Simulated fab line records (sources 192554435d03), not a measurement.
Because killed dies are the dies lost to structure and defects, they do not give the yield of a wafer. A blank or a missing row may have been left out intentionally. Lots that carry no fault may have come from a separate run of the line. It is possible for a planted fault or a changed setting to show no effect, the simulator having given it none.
Matching of chambers + flow n5Finfet + 4 sister chambers for N5_MOL_CONTACT_COAG_ALD_20 on aldMetal-01
The step deposits TiN, target thk 1.5 nm, pulse time 1 s, purge time 3 s. 8 wafers are shown with their chamber, then 12 later ones without.

## WAFERS, EACH WITH ITS CHAMBER
| wafer  | chamber | heaterPowerW (W) | precursorPulseHeightRel |
|--------|---------|------------------|-------------------------|
| L085.2 | 3       | 957              | 1.008                   |
| L085.6 | 0       | 885              | 0.986                   |
| L091.1 | 0       | 894              | 1.018                   |
| L091.2 | 3       | 933              | 0.989                   |
| L091.3 | 1       | 881              | 0.991                   |
| L092.4 | 2       | 998              | 0.998                   |
| L092.5 | 2       | 982              | 1.013                   |
| L092.6 | 1       | 898              | 0.994                   |

## WAFERS MISSING THEIR CHAMBER
| wafer  | heaterPowerW (W) | precursorPulseHeightRel |
|--------|------------------|-------------------------|
| L093.1 | 936              | 1.029                   |
| L093.2 | 863              | 0.981                   |
| L093.4 | 959              | 1.015                   |
| L095.2 | 860              | 0.986                   |
| L095.4 | 924              | 0.975                   |
| L095.6 | 881              | 1.014                   |
| L096.1 | 933              | 1.030                   |
| L096.2 | 905              | 0.987                   |
| L096.3 | 889              | 1.011                   |
| L097.1 | 901              | 1.028                   |
| L097.2 | 962              | 1.020                   |
| L097.5 | 886              | 1.007                   |

## CHAMBER TAKEN BY EACH
| wafer  | from the rows above          | in truth |
|--------|------------------------------|----------|
| L093.1 | can't be placed: 3 or 0      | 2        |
| L093.2 | can't be placed: 1 or 0      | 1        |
| L093.4 | can't be placed: 3 or 2      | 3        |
| L095.2 | can't be placed: 1 or 0      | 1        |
| L095.4 | can't be placed: 3 or 1 or 0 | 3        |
| L095.6 | can't be placed: 0 or 1      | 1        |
| L096.1 | can't be placed: 3 or 0 or 1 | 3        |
| L096.2 | can't be placed: 1 or 0      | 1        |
| L096.3 | can't be placed: 0 or 1      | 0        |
| L097.1 | can't be placed: 0 or 1      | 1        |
| L097.2 | can't be placed: 3 or 2      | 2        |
| L097.5 | can't be placed: 0 or 1      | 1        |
Placed correctly: 0 of 12. Not placeable from these rows: 12 (in 11, the candidates include the true chamber). Number placed wrongly: 0.
How it was worked out, from the rows above alone: a wafer's distance from a chamber is the root of the sum, over the readings, of the square of ((its reading less the chamber's mean) divided by the reading's scatter). If the next closest chamber is less than 2 further off than the closest, the wafer can't be placed; otherwise it belongs to the closest. Each chamber's mean is taken over the wafers shown for it. The scatter: take each reading less its chamber's mean, square it, sum over the shown wafers, divide by the number of wafers less the number of chambers, and take the root.
